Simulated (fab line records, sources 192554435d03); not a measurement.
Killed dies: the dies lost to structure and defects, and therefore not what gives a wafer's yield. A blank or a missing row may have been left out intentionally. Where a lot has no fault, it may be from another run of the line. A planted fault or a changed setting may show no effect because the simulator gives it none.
Matching of chambers    flow n5-finfet    4 sister chambers for N5_FIN_SAQP_ETCH_65 on rie-si-06
The step etches SiO2 in CF4, target depth 4 nm, time 4.4 s. 7 wafers are shown with their chamber, then 6 later ones without.

## WAFERS WITH THEIR CHAMBER
wafer   chamber  throttle-valve-pct (%)  drypump-motor-current-A (A)
L820.2  1        21.78                   5.35
L824.3  2        21.75                   5.11
L826.1  3        22.14                   5.55
L826.3  0        21.63                   5.49
L826.6  3        22.15                   5.52
L827.2  2        21.76                   5.05
L827.3  1        21.78                   5.34

## WAFERS WITH NO CHAMBER GIVEN
wafer   throttle-valve-pct (%)  drypump-motor-current-A (A)
L827.4  21.65                   5.55
L828.2  21.78                   5.32
L828.4  22.15                   5.53
L828.5  21.75                   5.08
L833.5  22.16                   5.54
L834.6  22.15                   5.55

## CHAMBER TAKEN BY EACH
wafer   from the rows above  in truth
L827.4  0                    0
L828.2  1                    1
L828.4  3                    3
L828.5  2                    2
L833.5  3                    3
L834.6  3                    3
Correct placement for 6 of the 6. Left unplaced by these rows: 0. Number placed wrongly: 0.
How it was worked out, from the rows above alone: a wafer's distance from a chamber is the root of the sum, over the readings, of the square of ((its reading less the chamber's mean) divided by the reading's scatter). If the next closest chamber is less than 2 further off than the closest, the wafer can't be placed; otherwise it belongs to the closest. Each chamber's mean is taken over the wafers shown for it. The scatter: take each reading less its chamber's mean, square it, sum over the shown wafers, divide by the number of wafers less the number of chambers, and take the root.
